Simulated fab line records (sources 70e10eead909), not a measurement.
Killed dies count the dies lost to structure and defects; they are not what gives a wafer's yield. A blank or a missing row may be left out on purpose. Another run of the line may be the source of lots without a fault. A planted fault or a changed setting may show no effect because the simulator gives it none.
Code-filled problem report in 8D (eight disciplines) form | flow nandHarc | the parts of the form that need people (team, actions taken, sign-off) are left out

1. WHAT WENT WRONG
At NHARC_A_CHANNEL_HOLE_D2_INSPECT_40, rawDefectCount averages 863 over 6 wafers from 2 lots, while fault-free wafers read 278, standard deviation 76. Relative to the usual mean, that is a shift of +7.7 standard deviations.
First seen on wafer L740.2, day 19 10:36, on defectInspect-01. The record has a number at this step for 36 wafers belonging to 12 lots. Rule for "out", or "out of limits": more than 4 standard deviations from the usual mean. The other wafers with a number count as sound.

2. WHAT IT IS; WHAT IT IS NOT
question                    | is                                 | is not
which readings at this step | rawDefectCount                     | -
which lots                  | L740, L742                         | L726, L727, L729, L732, L734, L736, L744, L747, L748, L749
which wafers of those lots  | all that have a number             | -
read on which gauges        | defectInspect-01, defectInspect-02 | -
when                        | from day 19 10:36                  | up to then (18 sound wafers); but 12 sound wafers of L744, L747, L748, L749 came after

3. THE SUSPECTS, EACH WITH WHAT RULES IT OUT
Counting: any tool at a process step up to the reading is kept as a suspect provided that every lot that is out went through it and no sound lot did after the first of them.
- the gauge at NHARC_A_CHANNEL_HOLE_D2_INSPECT_40 is ruled out. The wafers that are out were read on 2 gauges (defectInspect-01, defectInspect-02).
- harEtch-02 at NHARC_A_CHANNEL_HOLE_D2_ETCH_19 (etches the open film in C4F8/O2/Ar, time 34.5 s): ruled out as a lasting fault. After its first lot that is out, L740 (day 19 04:56), sound lots L747 ran on it.
- harEtch-02 at NHARC_A_CHANNEL_HOLE_D2_ETCH_25 (etches the open film in C4F8/O2/Ar, time 1040.2 s, target depth 1500 nm): ruled out as a lasting fault. After its first lot that is out, L740 (day 19 07:57), sound lots L747 ran on it.
- harEtch-02 at NHARC_A_CHANNEL_HOLE_D2_ETCH_27 (etches the open film in C4F8/O2/Ar, time 90 s, target depth 400 nm): ruled out as a lasting fault. After its first lot that is out, L740 (day 19 10:36), sound lots L747 ran on it. With no start given for some of its lots, NHARC_A_CHANNEL_HOLE_D2_ETCH_27 uses the hours and lot order of NHARC_A_CHANNEL_HOLE_D2_INSPECT_40.
Left after counting: nothing in the record.

4. THE CAUSE (what the simulator had put in)
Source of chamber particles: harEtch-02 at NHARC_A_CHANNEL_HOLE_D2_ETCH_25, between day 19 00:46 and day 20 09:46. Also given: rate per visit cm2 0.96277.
The count ruled it out by mistake, since the rule takes a fault to strike every lot its tool runs from the start of the fault on, and this one did not do so.

5. SEQUENCE OF EFFECTS, ordered by route
Rows list readings where the struck wafers' mean (over those with a number) sits beyond 3 standard deviations from the usual. Scope: only readings with a usual standard deviation given in the record; hours: median across lots of the time from each lot's start at the first step in this table that gives one to its start at this step; sigmas: change in usual standard deviations.
hours | step                               | reading        | usual | on struck wafers | change | sigmas
0     | NHARC_A_CHANNEL_HOLE_D2_INSPECT_40 | rawDefectCount | 278   | 863              | +585   | +7.7
Later steps that measure or inspect, where all struck wafers having a row at the step show a number for every such reading and not one has moved that far: NHARC_END_SORT_01.

6. HOW IT WOULD HAVE BEEN CAUGHT EARLIER
The first out-of-limits reading at a measuring or inspecting step in this record came at day 19 10:36, 10 hours after the fault's start at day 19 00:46.
Of the tool readings at NHARC_A_CHANNEL_HOLE_D2_ETCH_25 for which the record gives a usual standard deviation, none was out on any struck wafer, so an alarm limit of 4 standard deviations on them would not have fired.
